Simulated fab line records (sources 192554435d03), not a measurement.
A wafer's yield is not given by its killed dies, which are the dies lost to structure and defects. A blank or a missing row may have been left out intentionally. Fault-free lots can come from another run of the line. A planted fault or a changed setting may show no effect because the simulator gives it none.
Lot-split experiment / flow n5 finfet / on a route of 1938 steps: 7 lots, 21 wafers read

## ABOUT THE SPLIT
At N5_BEOL_M13_EXPOSE_07 (exposes mask V12), the setting dose mj was moved away from the recipe's 24.8 on 9 of the 21 wafers read, by -6.5% to +4.6%. All remaining wafers had this setting at the recipe value.

## FROM THE SPLIT TO THE READING: what the file shows between them, 11 steps
- N5_BEOL_M13_PEB_08: peb time 90 s
- N5_BEOL_M13_DEVELOP_09: develop time 45 s
- N5_BEOL_M13_HARDBAKE_14: time 120 s
- N5_BEOL_M13_CD_MEAS_10: target cd 190 nm
- N5_BEOL_M13_DESCUM_15: chemistry O2, time 7.9 s
- N5_BEOL_M13_ETCH_59: etches BARC in N2/H2, target depth 89 nm, overetch 26.7 nm, time 67.9 s
- N5_BEOL_M13_VIA_ETCH_16: etches SiOC in C4F8/O2/Ar, target depth 921.7 nm
- N5_BEOL_M13_STRIP_63: strips in N2/H2
- N5_BEOL_M13_STRIP_64: strips in N2/H2
- N5_BEOL_M13_STRIP_71: strips in post etch residue remover, time 60 s
- N5_BEOL_M13_SRD_72: time 30 s, dry time 30 s

## THE READING
Shown in nm: cd nm at N5_BEOL_M13_CD_MEAS_17, with target cd 190 nm. On this fab line, fault-free wafers typically give 190.5 nm with a standard deviation of 2 nm.

wafer=L075.3; tool, chamber at the split=krf scanner-02, 0; dose mj as run=23.28; against the recipe=-6.1%; cd nm, nm=186.3; against lot-mates on the recipe=-5.3
wafer=L075.5; tool, chamber at the split=krf scanner-02, 0; dose mj as run=23.28; against the recipe=-6.1%; cd nm, nm=184.4; against lot-mates on the recipe=-7.2
wafer=L075.6; tool, chamber at the split=krf scanner-02, 0; dose mj as run=24.8; against the recipe=recipe; cd nm, nm=191.6; against lot-mates on the recipe=-
wafer=L077.1; tool, chamber at the split=krf scanner-02, 0; dose mj as run=23.2; against the recipe=-6.5%; cd nm, nm=185.1; against lot-mates on the recipe=no lot-mate on the recipe
wafer=L077.2; tool, chamber at the split=krf scanner-02, 0; dose mj as run=23.2; against the recipe=-6.5%; cd nm, nm=182.7; against lot-mates on the recipe=no lot-mate on the recipe
wafer=L077.6; tool, chamber at the split=krf scanner-02, 0; dose mj as run=23.2; against the recipe=-6.5%; cd nm, nm=185.1; against lot-mates on the recipe=no lot-mate on the recipe
wafer=L083.1; tool, chamber at the split=krf scanner-01, 0; dose mj as run=24.8; against the recipe=recipe; cd nm, nm=191.1; against lot-mates on the recipe=-
wafer=L083.3; tool, chamber at the split=krf scanner-01, 0; dose mj as run=24.8; against the recipe=recipe; cd nm, nm=191.3; against lot-mates on the recipe=-
wafer=L083.6; tool, chamber at the split=krf scanner-01, 0; dose mj as run=24.8; against the recipe=recipe; cd nm, nm=191.7; against lot-mates on the recipe=-
wafer=L080.1; tool, chamber at the split=krf scanner-02, 0; dose mj as run=24.8; against the recipe=recipe; cd nm, nm=189.0; against lot-mates on the recipe=-
wafer=L080.3; tool, chamber at the split=krf scanner-02, 0; dose mj as run=23.74; against the recipe=-4.3%; cd nm, nm=185.1; against lot-mates on the recipe=-4.8
wafer=L080.6; tool, chamber at the split=krf scanner-02, 0; dose mj as run=24.8; against the recipe=recipe; cd nm, nm=190.7; against lot-mates on the recipe=-
wafer=L091.2; tool, chamber at the split=krf scanner-01, 0; dose mj as run=23.71; against the recipe=-4.4%; cd nm, nm=186.1; against lot-mates on the recipe=-2.8
wafer=L091.5; tool, chamber at the split=krf scanner-01, 0; dose mj as run=24.8; against the recipe=recipe; cd nm, nm=188.1; against lot-mates on the recipe=-
wafer=L091.6; tool, chamber at the split=krf scanner-01, 0; dose mj as run=24.8; against the recipe=recipe; cd nm, nm=189.6; against lot-mates on the recipe=-
wafer=L090.3; tool, chamber at the split=krf scanner-02, 0; dose mj as run=24.8; against the recipe=recipe; cd nm, nm=190.0; against lot-mates on the recipe=-
wafer=L090.5; tool, chamber at the split=krf scanner-02, 0; dose mj as run=25.95; against the recipe=+4.6%; cd nm, nm=196.1; against lot-mates on the recipe=+5.0
wafer=L090.6; tool, chamber at the split=krf scanner-02, 0; dose mj as run=24.8; against the recipe=recipe; cd nm, nm=192.2; against lot-mates on the recipe=-
wafer=L095.2; tool, chamber at the split=krf scanner-01, 0; dose mj as run=24.8; against the recipe=recipe; cd nm, nm=191.7; against lot-mates on the recipe=-
wafer=L095.3; tool, chamber at the split=krf scanner-01, 0; dose mj as run=23.19; against the recipe=-6.5%; cd nm, nm=186.7; against lot-mates on the recipe=-4.3
wafer=L095.6; tool, chamber at the split=krf scanner-01, 0; dose mj as run=24.8; against the recipe=recipe; cd nm, nm=190.3; against lot-mates on the recipe=-

THE FIT
A straight line over all 21 wafers: cd nm changes by +0.945 nm for each +1% of dose mj; r = +0.93; the points scatter about the line by 1.3 nm.
The same after taking each lot's own level away (the mean of its wafers on the recipe; 18 wafers): +0.92 nm for each +1%; r = +0.95; scatter 0.94 nm.
On that fit, the largest move of dose mj shifts the reading by 6 nm.
Measured against the standard deviation above, the lots' own levels, which go from 188.85 to 191.60 nm, span 1.4 times it.
Consequently the slope shifts little with the lot-to-lot level, the two slopes agreeing.
Check: for one of the wafers moved furthest among these (-6.5%), held out of the fit, the line's prediction against its lot-mates is -6.38 nm. It came out at -4.3 nm against them.

## THESE WAFERS: OTHER SPLITS
Note: prior to the reading, these wafers also went through further splits. Each is held against what the fit with the lots' levels taken away leaves over:
other split on the same wafers=N5_BEOL_M11_COAT_60 spin rpm; wafers away from the commonest value=7; r with cd nm (lot level and that fit taken away)=+0.35
other split on the same wafers=N5_BEOL_M13_ILD_DEP_00 time s; wafers away from the commonest value=5; r with cd nm (lot level and that fit taken away)=+0.33

## THE WHOLE CHAIN: every reading that the file lists as answering this split, in the file's order
step=N5_BEOL_M13_CD_MEAS_10; what it does=target cd 190 nm; reading=cd nm; change (the file's fit)=+0.882 nm for each +1% of the setting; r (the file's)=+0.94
step=N5_BEOL_M13_CD_MEAS_17; what it does=target cd 190 nm; reading=cd nm; change (the file's fit)=+0.877 nm for each +1% of the setting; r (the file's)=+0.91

## THE FILE'S OWN FIT
cd nm changes by +0.877 nm for each +1% of dose mj, r = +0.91.
